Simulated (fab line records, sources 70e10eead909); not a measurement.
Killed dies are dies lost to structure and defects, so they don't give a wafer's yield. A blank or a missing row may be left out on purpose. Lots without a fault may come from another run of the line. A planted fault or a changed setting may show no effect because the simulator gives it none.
Which tool did it? | flow nand_harc | 12 lots, 36 wafers sampled, at 3 steps of a route of 1159

WHAT THE GAUGES READ, wafer by wafer
NHARC_A_CONTACT_CD_MEAS_69: target cd 200 nm.
lot  | measured     | on        | cd_nm (nm)
L074 | day 16 15:44 | cd_sem-01 | 200.0 199.9 199.2
L076 | day 16 19:31 | cd_sem-01 | 200.9 200.7 200.6
L078 | day 17 12:44 | cd_sem-01 | 200.4 200.7 200.3
L080 | day 18 13:23 | cd_sem-03 | 200.6 200.4 200.7
L084 | day 19 08:51 | cd_sem-02 | 199.7 199.8 199.2
L083 | day 19 18:00 | cd_sem-03 | 200.6 200.0 199.0
L086 | day 20 03:02 | cd_sem-03 | 200.2 199.9 200.7
L088 | day 20 06:10 | cd_sem-02 | 200.4 200.2 199.8
L092 | day 20 16:50 | cd_sem-03 | 201.0 200.2 199.9
L094 | day 21 05:22 | cd_sem-02 | 199.0 199.3 199.9
L096 | day 22 00:31 | cd_sem-03 | 199.9 199.5 199.6
L097 | day 22 15:09 | cd_sem-02 | 199.4 199.8 200.0

WHICH TOOL RAN EACH LOT (tool, then ch and the chambers of the sampled wafers, then the start)
lot  | NHARC_A_CONTACT_ETCH_122             | NHARC_A_CONTACT_DEP_57
L074 | har_cap_etch-02 ch 0, day 16 09:05   | acl_dep-03 ch 0, day 16 13:16
L076 | har_cap_etch-01 ch 0,1, day 16 14:33 | acl_dep-03 ch 0, day 16 16:52
L078 | har_cap_etch-03 ch 0,1, day 17 07:15 | acl_dep-01 ch 0, day 17 10:23
L080 | har_cap_etch-03 ch 0,1, day 18 08:47 | acl_dep-03 ch 0, day 18 10:59
L084 | har_cap_etch-03 ch 0,1, day 19 04:17 | acl_dep-03 ch 0, day 19 06:58
L083 | har_cap_etch-03 ch 0,1, day 19 10:11 | acl_dep-01 ch 0, day 19 15:32
L086 | har_cap_etch-02 ch 1, day 19 22:38   | acl_dep-02 ch 0, day 20 00:33
L088 | har_cap_etch-02 ch 0,1, day 20 01:40 | acl_dep-01 ch 0, day 20 03:44
L092 | har_cap_etch-02 ch 0,1, day 20 11:40 | acl_dep-01 ch 0, day 20 14:23
L094 | har_cap_etch-03 ch 0,1, day 21 00:12 | acl_dep-02 ch 0, day 21 02:45
L096 | har_cap_etch-02 ch 0,1, day 21 19:30 | acl_dep-03 ch 0, day 21 22:19
L097 | har_cap_etch-01 ch 1, day 22 08:17   | acl_dep-03 ch 0, day 22 12:49
- NHARC_A_CONTACT_ETCH_122: etches the open film in C4F8/O2/Ar, time 95 s, target depth 930 nm.
- NHARC_A_CONTACT_DEP_57: deposits aC, target thk 2800 nm.

THE ANSWER, worked out from the rows above alone
Rule: what is usual is taken from the lots themselves. Put in order of their means at a reading, lots are off if they are a third of the lots or fewer, leave a main group of 4 or more, and stand apart from it by a gap of 3 or more times the standard deviation of the main group's means; of several such gaps the widest counts. A main group whose means are all the same, to the digits that the tables above print for the reading, isn't used. A lot without any number at a reading at which 4 lots or more have one is off too. The other lots that the step has rows for count as sound.
No lot is off at any reading shown: from this, nothing can be told.

WHAT THE SIMULATOR HAD PUT IN
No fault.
